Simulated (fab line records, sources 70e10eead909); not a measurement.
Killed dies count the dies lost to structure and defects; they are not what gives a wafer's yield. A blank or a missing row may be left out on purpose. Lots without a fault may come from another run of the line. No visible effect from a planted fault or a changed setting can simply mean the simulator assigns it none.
fab line records :: flow nand_harc :: part 2 of 2: steps 24 to 34 of 34
record
  lots=5
  wafers=15
  last_day=25
route steps=1159 shown P_BONDPAD@366 A_START@389 A_ZERO_WELL@390
lots untouched by any fault: they come from a run of this same line in which no faults occurred
start_h: start of the lot's first displayed wafer, in hours after the record's first day :: wait_h: how many hours have passed since the lot's step before this one :: " unchanged from the row above :: L1.1+2: several wafers, shown together as one row :: - value missing, or start not given :: * or withheld: withheld :: < > ~ a bound
route shown NAME@n: a module of which the file shows steps, and the number in the route of the first :: usual: average and standard deviation across the fault-free wafers :: same: alike in all rows :: chamber/n: place in a boat :: sites: the reading at each site :: _std_site: standard deviation across them :: _edge_site: outer sites' mean less inner sites' :: radius_mm: how far each site lies from the wafer's centre :: mask NAME#n: copy n :: behind: tool/chamber where the wafer was last shaped :: hold: what put the lot on hold/how long, in hours/how the hold closed :: device: whichever transistor did not switch (one of n, p or np) :: end of line: the tests these same wafers got at the end of their route :: a step without rows: its recipe alone :: killed: at the first sort, the dies lost to defects and structure; wafer yield is something else :: map: the dies of a wafer, with x for killed, . for not killed, _ for no die there
set.NAME: the setting as run; set.NAME@STEP: as run at that earlier step :: model.NAME: the simulator's own value behind a step, which no gauge read
lots seen at some steps along the route; tables by step, rows by wafer
services: a tool's chamber out of use, with start hour (start_h, from the record's first day; less than 0 if before it), hours out, and reason
## steps
# step NHARC_A_ZERO_WELL_SRD_01
lot.wafer: L076.5+1+3
tool: wet_bench-01
chamber: 0,1,2
start_h: -
wait_h: -

lot.wafer: L084.4+3+5
tool: wet_bench-01
chamber: 2,4,5
start_h: -
wait_h: -

lot.wafer: L086.5+3+2
tool: wet_bench-03
chamber: 1,2,3
start_h: -
wait_h: -

lot.wafer: L092.2+5+4
tool: wet_bench-03
chamber: 2,4,6
start_h: -
wait_h: -

lot.wafer: L097.1+6+4
tool: wet_bench-01
chamber: 6,0,2
start_h: -
wait_h: -
# step NHARC_A_ZERO_WELL_DEHYDRATE_02
# recipe
  temp_c=150
  time_s=120
# usual
  chill_plate_temp_C=23.00/0.1
  heater_power_total_W=182.5/1.1
lot.wafer: L076.1
tool: litho_track-03
chamber: 0
start_h: 148.86
wait_h: -
chill_plate_temp_C: 23.02
heater_power_total_W: 180.7

lot.wafer: L076.3
tool: litho_track-03
chamber: 0
start_h: 148.86
wait_h: -
chill_plate_temp_C: 22.96
heater_power_total_W: 183.4

lot.wafer: L076.5
tool: litho_track-03
chamber: 0
start_h: 148.86
wait_h: -
chill_plate_temp_C: 23.01
heater_power_total_W: 181.1

lot.wafer: L084.3
tool: litho_track-02
chamber: 0
start_h: 196.59
wait_h: -
chill_plate_temp_C: 22.93
heater_power_total_W: 184.0

lot.wafer: L084.4
tool: litho_track-02
chamber: 0
start_h: 196.59
wait_h: -
chill_plate_temp_C: 22.80
heater_power_total_W: 183.4

lot.wafer: L084.5
tool: litho_track-02
chamber: 0
start_h: 196.59
wait_h: -
chill_plate_temp_C: 23.01
heater_power_total_W: 181.6

lot.wafer: L086.2
tool: litho_track-05
chamber: 0
start_h: 216.70
wait_h: -
chill_plate_temp_C: 22.75
heater_power_total_W: 183.7

lot.wafer: L086.3
tool: litho_track-05
chamber: 0
start_h: 216.70
wait_h: -
chill_plate_temp_C: 22.85
heater_power_total_W: 182.0

lot.wafer: L086.5
tool: litho_track-05
chamber: 0
start_h: 216.70
wait_h: -
chill_plate_temp_C: 22.89
heater_power_total_W: 183.7

lot.wafer: L092.2
tool: litho_track-02
chamber: 0
start_h: 244.63
wait_h: -
chill_plate_temp_C: 23.06
heater_power_total_W: 182.0

lot.wafer: L092.4
tool: litho_track-02
chamber: 0
start_h: 244.63
wait_h: -
chill_plate_temp_C: 22.98
heater_power_total_W: 181.0

lot.wafer: L092.5
tool: litho_track-02
chamber: 0
start_h: 244.63
wait_h: -
chill_plate_temp_C: 23.01
heater_power_total_W: 183.5

lot.wafer: L097.1
tool: litho_track-05
chamber: 0
start_h: 269.19
wait_h: -
chill_plate_temp_C: 22.80
heater_power_total_W: 181.0

lot.wafer: L097.4
tool: litho_track-05
chamber: 0
start_h: 269.19
wait_h: -
chill_plate_temp_C: 22.97
heater_power_total_W: 184.0

lot.wafer: L097.6
tool: litho_track-05
chamber: 0
start_h: 269.19
wait_h: -
chill_plate_temp_C: 23.06
heater_power_total_W: 182.4
# step NHARC_A_ZERO_WELL_HMDS_03
# recipe
  time_s=30
# usual
  chill_plate_temp_C=22.99/0.085
lot.wafer: L076.1
tool: litho_track-03
chamber: 0
start_h: -
wait_h: -
chill_plate_temp_C: 22.98

lot.wafer: L076.3
tool: litho_track-03
chamber: 0
start_h: -
wait_h: -
chill_plate_temp_C: 23.03

lot.wafer: L076.5
tool: litho_track-03
chamber: 0
start_h: -
wait_h: -
chill_plate_temp_C: 23.04

lot.wafer: L084.3
tool: litho_track-02
chamber: 0
start_h: -
wait_h: -
chill_plate_temp_C: 22.87

lot.wafer: L084.4
tool: litho_track-02
chamber: 0
start_h: -
wait_h: -
chill_plate_temp_C: 22.89

lot.wafer: L084.5
tool: litho_track-02
chamber: 0
start_h: -
wait_h: -
chill_plate_temp_C: 22.92

lot.wafer: L086.2
tool: litho_track-05
chamber: 0
start_h: -
wait_h: -
chill_plate_temp_C: 23.05

lot.wafer: L086.3
tool: litho_track-05
chamber: 0
start_h: -
wait_h: -
chill_plate_temp_C: 23.06

lot.wafer: L086.5
tool: litho_track-05
chamber: 0
start_h: -
wait_h: -
chill_plate_temp_C: 23.11

lot.wafer: L092.2
tool: litho_track-02
chamber: 0
start_h: -
wait_h: -
chill_plate_temp_C: 22.91

lot.wafer: L092.4
tool: litho_track-02
chamber: 0
start_h: -
wait_h: -
chill_plate_temp_C: 22.91

lot.wafer: L092.5
tool: litho_track-02
chamber: 0
start_h: -
wait_h: -
chill_plate_temp_C: 22.95

lot.wafer: L097.1
tool: litho_track-05
chamber: 0
start_h: -
wait_h: -
chill_plate_temp_C: 23.04

lot.wafer: L097.4
tool: litho_track-05
chamber: 0
start_h: -
wait_h: -
chill_plate_temp_C: 23.13

lot.wafer: L097.6
tool: litho_track-05
chamber: 0
start_h: -
wait_h: -
chill_plate_temp_C: 22.96
# step NHARC_A_ZERO_WELL_COAT_18
# recipe
  temp_c=200
  time_s=65
# usual
  chill_plate_temp_C=23.00/0.11
  heater_power_total_W=386.2/1.4
lot.wafer: L076.1
tool: litho_track-03
chamber: 0
start_h: -
wait_h: -
chill_plate_temp_C: 22.97
heater_power_total_W: 387.5

lot.wafer: L076.3
tool: litho_track-03
chamber: 0
start_h: -
wait_h: -
chill_plate_temp_C: 22.84
heater_power_total_W: 388.0

lot.wafer: L076.5
tool: litho_track-03
chamber: 0
start_h: -
wait_h: -
chill_plate_temp_C: 23.04
heater_power_total_W: 386.5

lot.wafer: L084.3
tool: litho_track-02
chamber: 0
start_h: -
wait_h: -
chill_plate_temp_C: 23.05
heater_power_total_W: 388.0

lot.wafer: L084.4
tool: litho_track-02
chamber: 0
start_h: -
wait_h: -
chill_plate_temp_C: 23.03
heater_power_total_W: 385.4

lot.wafer: L084.5
tool: litho_track-02
chamber: 0
start_h: -
wait_h: -
chill_plate_temp_C: 23.11
heater_power_total_W: 384.4

lot.wafer: L086.2
tool: litho_track-05
chamber: 0
start_h: -
wait_h: -
chill_plate_temp_C: 22.75
heater_power_total_W: 384.2

lot.wafer: L086.3
tool: litho_track-05
chamber: 0
start_h: -
wait_h: -
chill_plate_temp_C: 22.85
heater_power_total_W: 384.6

lot.wafer: L086.5
tool: litho_track-05
chamber: 0
start_h: -
wait_h: -
chill_plate_temp_C: 22.90
heater_power_total_W: 385.4

lot.wafer: L092.2
tool: litho_track-02
chamber: 0
start_h: -
wait_h: -
chill_plate_temp_C: 22.87
heater_power_total_W: 384.8

lot.wafer: L092.4
tool: litho_track-02
chamber: 0
start_h: -
wait_h: -
chill_plate_temp_C: 22.92
heater_power_total_W: 385.5

lot.wafer: L092.5
tool: litho_track-02
chamber: 0
start_h: -
wait_h: -
chill_plate_temp_C: 23.08
heater_power_total_W: 387.9

lot.wafer: L097.1
tool: litho_track-05
chamber: 0
start_h: -
wait_h: -
chill_plate_temp_C: 22.98
heater_power_total_W: 385.1

lot.wafer: L097.4
tool: litho_track-05
chamber: 0
start_h: -
wait_h: -
chill_plate_temp_C: 22.87
heater_power_total_W: 387.8

lot.wafer: L097.6
tool: litho_track-05
chamber: 0
start_h: -
wait_h: -
chill_plate_temp_C: 23.07
heater_power_total_W: 386.6
# step NHARC_A_ZERO_WELL_COAT_04
# recipe
  spin_rpm=2000
  resist_thk_nm=600
# usual
  chill_plate_temp_C=23.00/0.12
lot.wafer: L076.1
tool: litho_track-03
chamber: 0
start_h: -
wait_h: -
chill_plate_temp_C: 22.79

lot.wafer: L076.3
tool: litho_track-03
chamber: 0
start_h: -
wait_h: -
chill_plate_temp_C: 22.90

lot.wafer: L076.5
tool: litho_track-03
chamber: 0
start_h: -
wait_h: -
chill_plate_temp_C: 22.96

lot.wafer: L084.3
tool: litho_track-02
chamber: 0
start_h: -
wait_h: -
chill_plate_temp_C: 22.81

lot.wafer: L084.4
tool: litho_track-02
chamber: 0
start_h: -
wait_h: -
chill_plate_temp_C: 22.75

lot.wafer: L084.5
tool: litho_track-02
chamber: 0
start_h: -
wait_h: -
chill_plate_temp_C: 22.81

lot.wafer: L086.2
tool: litho_track-05
chamber: 0
start_h: -
wait_h: -
chill_plate_temp_C: 22.69

lot.wafer: L086.3
tool: litho_track-05
chamber: 0
start_h: -
wait_h: -
chill_plate_temp_C: 22.79

lot.wafer: L086.5
tool: litho_track-05
chamber: 0
start_h: -
wait_h: -
chill_plate_temp_C: 22.97

lot.wafer: L092.2
tool: litho_track-02
chamber: 0
start_h: -
wait_h: -
chill_plate_temp_C: 23.14

lot.wafer: L092.4
tool: litho_track-02
chamber: 0
start_h: -
wait_h: -
chill_plate_temp_C: 23.17

lot.wafer: L092.5
tool: litho_track-02
chamber: 0
start_h: -
wait_h: -
chill_plate_temp_C: 23.05

lot.wafer: L097.1
tool: litho_track-05
chamber: 0
start_h: -
wait_h: -
chill_plate_temp_C: 22.91

lot.wafer: L097.4
tool: litho_track-05
chamber: 0
start_h: -
wait_h: -
chill_plate_temp_C: 23.11

lot.wafer: L097.6
tool: litho_track-05
chamber: 0
start_h: -
wait_h: -
chill_plate_temp_C: 23.01
# step NHARC_A_ZERO_WELL_SOFTBAKE_05
# recipe
  temp_c=125
  time_s=70
# usual
  chill_plate_temp_C=22.99/0.12
  heater_power_total_W=200.8/1.3
lot.wafer: L076.1
tool: litho_track-03
chamber: 0
start_h: -
wait_h: -
chill_plate_temp_C: 22.95
heater_power_total_W: 200.2

lot.wafer: L076.3
tool: litho_track-03
chamber: 0
start_h: -
wait_h: -
chill_plate_temp_C: 22.99
heater_power_total_W: 200.9

lot.wafer: L076.5
tool: litho_track-03
chamber: 0
start_h: -
wait_h: -
chill_plate_temp_C: 23.12
heater_power_total_W: 202.4

lot.wafer: L084.3
tool: litho_track-02
chamber: 0
start_h: -
wait_h: -
chill_plate_temp_C: 22.97
heater_power_total_W: 200.7

lot.wafer: L084.4
tool: litho_track-02
chamber: 0
start_h: -
wait_h: -
chill_plate_temp_C: 22.86
heater_power_total_W: 199.3

lot.wafer: L084.5
tool: litho_track-02
chamber: 0
start_h: -
wait_h: -
chill_plate_temp_C: 23.02
heater_power_total_W: 199.9

lot.wafer: L086.2
tool: litho_track-05
chamber: 0
start_h: -
wait_h: -
chill_plate_temp_C: 22.95
heater_power_total_W: 202.5

lot.wafer: L086.3
tool: litho_track-05
chamber: 0
start_h: -
wait_h: -
chill_plate_temp_C: 22.88
heater_power_total_W: 198.9

lot.wafer: L086.5
tool: litho_track-05
chamber: 0
start_h: -
wait_h: -
chill_plate_temp_C: 22.88
heater_power_total_W: 200.0

lot.wafer: L092.2
tool: litho_track-02
chamber: 0
start_h: -
wait_h: -
chill_plate_temp_C: 22.98
heater_power_total_W: 202.5

lot.wafer: L092.4
tool: litho_track-02
chamber: 0
start_h: -
wait_h: -
chill_plate_temp_C: 23.07
heater_power_total_W: 201.7

lot.wafer: L092.5
tool: litho_track-02
chamber: 0
start_h: -
wait_h: -
chill_plate_temp_C: 23.07
heater_power_total_W: 199.0

lot.wafer: L097.1
tool: litho_track-05
chamber: 0
start_h: -
wait_h: -
chill_plate_temp_C: 23.14
heater_power_total_W: 199.8

lot.wafer: L097.4
tool: litho_track-05
chamber: 0
start_h: -
wait_h: -
chill_plate_temp_C: 22.95
heater_power_total_W: 201.0

lot.wafer: L097.6
tool: litho_track-05
chamber: 0
start_h: -
wait_h: -
chill_plate_temp_C: 23.03
heater_power_total_W: 202.6
# step NHARC_A_ZERO_WELL_EBR_06
# usual
  chill_plate_temp_C=23.02/0.1
lot.wafer: L076.1
tool: litho_track-03
chamber: 0
start_h: -
wait_h: -
chill_plate_temp_C: 23.00

lot.wafer: L076.3
tool: litho_track-03
chamber: 0
start_h: -
wait_h: -
chill_plate_temp_C: 23.07

lot.wafer: L076.5
tool: litho_track-03
chamber: 0
start_h: -
wait_h: -
chill_plate_temp_C: 23.07

lot.wafer: L084.3
tool: litho_track-02
chamber: 0
start_h: -
wait_h: -
chill_plate_temp_C: 23.13

lot.wafer: L084.4
tool: litho_track-02
chamber: 0
start_h: -
wait_h: -
chill_plate_temp_C: 23.03

lot.wafer: L084.5
tool: litho_track-02
chamber: 0
start_h: -
wait_h: -
chill_plate_temp_C: 23.12

lot.wafer: L086.2
tool: litho_track-05
chamber: 0
start_h: -
wait_h: -
chill_plate_temp_C: 22.92

lot.wafer: L086.3
tool: litho_track-05
chamber: 0
start_h: -
wait_h: -
chill_plate_temp_C: 23.12

lot.wafer: L086.5
tool: litho_track-05
chamber: 0
start_h: -
wait_h: -
chill_plate_temp_C: 23.03

lot.wafer: L092.2
tool: litho_track-02
chamber: 0
start_h: -
wait_h: -
chill_plate_temp_C: 22.92

lot.wafer: L092.4
tool: litho_track-02
chamber: 0
start_h: -
wait_h: -
chill_plate_temp_C: 22.94

lot.wafer: L092.5
tool: litho_track-02
chamber: 0
start_h: -
wait_h: -
chill_plate_temp_C: 22.97

lot.wafer: L097.1
tool: litho_track-05
chamber: 0
start_h: -
wait_h: -
chill_plate_temp_C: 22.95

lot.wafer: L097.4
tool: litho_track-05
chamber: 0
start_h: -
wait_h: -
chill_plate_temp_C: 22.98

lot.wafer: L097.6
tool: litho_track-05
chamber: 0
start_h: -
wait_h: -
chill_plate_temp_C: 22.91
# step NHARC_A_ZERO_WELL_EXPOSE_07
# recipe
  na=0.55
  dose_mj=33.85
  mask_id=A_ZERO
lot.wafer: L076.1+3+5
tool: krf_scanner-02
chamber: 0
start_h: 149.15
wait_h: -
mask: A_ZERO#0

lot.wafer: L084.3+4+5
tool: krf_scanner-03
chamber: 0
start_h: 196.77
wait_h: -
mask: A_ZERO#0

lot.wafer: L086.2+3+5
tool: krf_scanner-02
chamber: 0
start_h: 216.99
wait_h: -
mask: A_ZERO#0

lot.wafer: L092.2+4+5
tool: krf_scanner-03
chamber: 0
start_h: 244.92
wait_h: -
mask: A_ZERO#0

lot.wafer: L097.1+4+6
tool: krf_scanner-01
chamber: 0
start_h: 269.48
wait_h: -
mask: A_ZERO#0
# step NHARC_A_ZERO_WELL_PEB_08
# recipe
  peb_temp_c=128
  peb_time_s=80
# usual
  chill_plate_temp_C=22.99/0.091
  heater_power_total_W=189.8/0.74
lot.wafer: L076.1
tool: litho_track-05
chamber: 0
start_h: 149.21
wait_h: 0.1
chill_plate_temp_C: 22.79
heater_power_total_W: 190.7

lot.wafer: L076.3
tool: litho_track-05
chamber: 0
start_h: 149.21
wait_h: 0.1
chill_plate_temp_C: 22.96
heater_power_total_W: 190.7

lot.wafer: L076.5
tool: litho_track-05
chamber: 0
start_h: 149.21
wait_h: 0.1
chill_plate_temp_C: 23.00
heater_power_total_W: 190.1

lot.wafer: L084.3
tool: litho_track-02
chamber: 0
start_h: 196.82
wait_h: 0.1
chill_plate_temp_C: 22.92
heater_power_total_W: 190.8

lot.wafer: L084.4
tool: litho_track-02
chamber: 0
start_h: 196.82
wait_h: 0.1
chill_plate_temp_C: 22.92
heater_power_total_W: 189.0

lot.wafer: L084.5
tool: litho_track-02
chamber: 0
start_h: 196.82
wait_h: 0.1
chill_plate_temp_C: 22.81
heater_power_total_W: 189.5

lot.wafer: L086.2
tool: litho_track-05
chamber: 0
start_h: 217.06
wait_h: 0.1
chill_plate_temp_C: 23.09
heater_power_total_W: 190.7

lot.wafer: L086.3
tool: litho_track-05
chamber: 0
start_h: 217.06
wait_h: 0.1
chill_plate_temp_C: 23.15
heater_power_total_W: 188.7

lot.wafer: L086.5
tool: litho_track-05
chamber: 0
start_h: 217.06
wait_h: 0.1
chill_plate_temp_C: 23.10
heater_power_total_W: 189.4

lot.wafer: L092.2
tool: litho_track-05
chamber: 0
start_h: 244.99
wait_h: 0.1
chill_plate_temp_C: 22.97
heater_power_total_W: 189.8

lot.wafer: L092.4
tool: litho_track-05
chamber: 0
start_h: 244.99
wait_h: 0.1
chill_plate_temp_C: 22.82
heater_power_total_W: 190.2

lot.wafer: L092.5
tool: litho_track-05
chamber: 0
start_h: 244.99
wait_h: 0.1
chill_plate_temp_C: 22.91
heater_power_total_W: 189.9

lot.wafer: L097.1
tool: litho_track-03
chamber: 0
start_h: 269.55
wait_h: 0.1
chill_plate_temp_C: 23.01
heater_power_total_W: 189.8

lot.wafer: L097.4
tool: litho_track-03
chamber: 0
start_h: 269.55
wait_h: 0.1
chill_plate_temp_C: 22.84
heater_power_total_W: 188.8

lot.wafer: L097.6
tool: litho_track-03
chamber: 0
start_h: 269.55
wait_h: 0.1
chill_plate_temp_C: 22.98
heater_power_total_W: 189.2
# step NHARC_A_ZERO_WELL_DEVELOP_09
# recipe
  time_s=50
  dev_temp_c=22
# usual
  chill_plate_temp_C=22.99/0.11
lot.wafer: L076.1
tool: litho_track-05
chamber: 0
start_h: -
wait_h: -
chill_plate_temp_C: 22.96

lot.wafer: L076.3
tool: litho_track-05
chamber: 0
start_h: -
wait_h: -
chill_plate_temp_C: 23.03

lot.wafer: L076.5
tool: litho_track-05
chamber: 0
start_h: -
wait_h: -
chill_plate_temp_C: 23.06

lot.wafer: L084.3
tool: litho_track-02
chamber: 0
start_h: -
wait_h: -
chill_plate_temp_C: 22.96

lot.wafer: L084.4
tool: litho_track-02
chamber: 0
start_h: -
wait_h: -
chill_plate_temp_C: 23.07

lot.wafer: L084.5
tool: litho_track-02
chamber: 0
start_h: -
wait_h: -
chill_plate_temp_C: 23.06

lot.wafer: L086.2
tool: litho_track-05
chamber: 0
start_h: -
wait_h: -
chill_plate_temp_C: 23.21

lot.wafer: L086.3
tool: litho_track-05
chamber: 0
start_h: -
wait_h: -
chill_plate_temp_C: 22.92

lot.wafer: L086.5
tool: litho_track-05
chamber: 0
start_h: -
wait_h: -
chill_plate_temp_C: 23.05

lot.wafer: L092.2
tool: litho_track-05
chamber: 0
start_h: -
wait_h: -
chill_plate_temp_C: 23.00

lot.wafer: L092.4
tool: litho_track-05
chamber: 0
start_h: -
wait_h: -
chill_plate_temp_C: 22.97

lot.wafer: L092.5
tool: litho_track-05
chamber: 0
start_h: -
wait_h: -
chill_plate_temp_C: 22.94

lot.wafer: L097.1
tool: litho_track-03
chamber: 0
start_h: -
wait_h: -
chill_plate_temp_C: 22.86

lot.wafer: L097.4
tool: litho_track-03
chamber: 0
start_h: -
wait_h: -
chill_plate_temp_C: 23.18

lot.wafer: L097.6
tool: litho_track-03
chamber: 0
start_h: -
wait_h: -
chill_plate_temp_C: 23.08
# step NHARC_A_ZERO_WELL_CD_MEAS_10
# recipe
  target_cd_nm=2000
  landing_energy_ev=500
# usual
  cd_nm=1999.8/1.3
lot.wafer: L076.1
tool: cd_sem-02
chamber: 0
start_h: 149.30
wait_h: -
cd_nm: 2001.0

lot.wafer: L076.3
tool: cd_sem-02
chamber: 0
start_h: 149.30
wait_h: -
cd_nm: 1998.8

lot.wafer: L076.5
tool: cd_sem-02
chamber: 0
start_h: 149.30
wait_h: -
cd_nm: 2000.8

lot.wafer: L084.3
tool: cd_sem-02
chamber: 0
start_h: 196.91
wait_h: -
cd_nm: 2001.2

lot.wafer: L084.4
tool: cd_sem-02
chamber: 0
start_h: 196.91
wait_h: -
cd_nm: 2000.0

lot.wafer: L084.5
tool: cd_sem-02
chamber: 0
start_h: 196.91
wait_h: -
cd_nm: 2001.4

lot.wafer: L086.2
tool: cd_sem-02
chamber: 0
start_h: 217.14
wait_h: -
cd_nm: 1999.5

lot.wafer: L086.3
tool: cd_sem-02
chamber: 0
start_h: 217.14
wait_h: -
cd_nm: 1997.5

lot.wafer: L086.5
tool: cd_sem-02
chamber: 0
start_h: 217.14
wait_h: -
cd_nm: 2000.3

lot.wafer: L092.2
tool: cd_sem-01
chamber: 0
start_h: 245.07
wait_h: -
cd_nm: 2001.1

lot.wafer: L092.4
tool: cd_sem-01
chamber: 0
start_h: 245.07
wait_h: -
cd_nm: 2000.9

lot.wafer: L092.5
tool: cd_sem-01
chamber: 0
start_h: 245.07
wait_h: -
cd_nm: 2001.3

lot.wafer: L097.1
tool: cd_sem-02
chamber: 0
start_h: 269.63
wait_h: -
cd_nm: 1999.9

lot.wafer: L097.4
tool: cd_sem-02
chamber: 0
start_h: 269.63
wait_h: -
cd_nm: 1999.2

lot.wafer: L097.6
tool: cd_sem-02
chamber: 0
start_h: 269.63
wait_h: -
cd_nm: 1998.2
## services
tool: rie_diel-08
chamber: -
start_h: 124.80
hours: 9.0
kind: pm

tool: wet_bench-08
chamber: -
start_h: 128.44
hours: 1.3
kind: repair

tool: wet_bench-03
chamber: -
start_h: 146.40
hours: 8.0
kind: pm

tool: cmp-01
chamber: -
start_h: 157.01
hours: 2.3
kind: repair

tool: pvd_sputter-01
chamber: -
start_h: 160.94
hours: 10.0
kind: pm

tool: ecd_cu-02
chamber: -
start_h: 163.15
hours: 1.0
kind: repair

tool: litho_track-02
chamber: -
start_h: 165.00
hours: 7.0
kind: pm

tool: krf_scanner-03
chamber: -
start_h: 168.11
hours: 4.0
kind: pm

tool: cmp-01
chamber: -
start_h: 179.50
hours: 4.0
kind: pm

tool: ecd_cu-02
chamber: -
start_h: 180.00
hours: 8.0
kind: pm

tool: rie_diel-06
chamber: 1
start_h: 183.57
hours: 9.1
kind: repair

tool: cmp-01
chamber: -
start_h: 183.73
hours: 2.0
kind: repair

tool: litho_track-07
chamber: -
start_h: 189.00
hours: 7.0
kind: pm

tool: cmp-04
chamber: -
start_h: 204.22
hours: 4.0
kind: pm

tool: krf_scanner-02
chamber: -
start_h: 210.00
hours: 4.0
kind: pm

tool: litho_track-03
chamber: -
start_h: 213.00
hours: 7.0
kind: pm

tool: wet_bench-01
chamber: -
start_h: 213.60
hours: 8.0
kind: pm

tool: pvd_sputter-02
chamber: -
start_h: 214.00
hours: 10.0
kind: pm

tool: wet_bench-08
chamber: -
start_h: 230.40
hours: 8.0
kind: pm

tool: litho_track-05
chamber: -
start_h: 237.00
hours: 7.0
kind: pm

tool: rie_diel-06
chamber: -
start_h: 241.20
hours: 9.0
kind: pm

tool: wet_bench-10
chamber: -
start_h: 247.20
hours: 8.0
kind: pm

tool: pvd_sputter-01
chamber: -
start_h: 256.36
hours: 3.0
kind: repair

tool: rie_diel-08
chamber: 2
start_h: 261.97
hours: 1.4
kind: repair
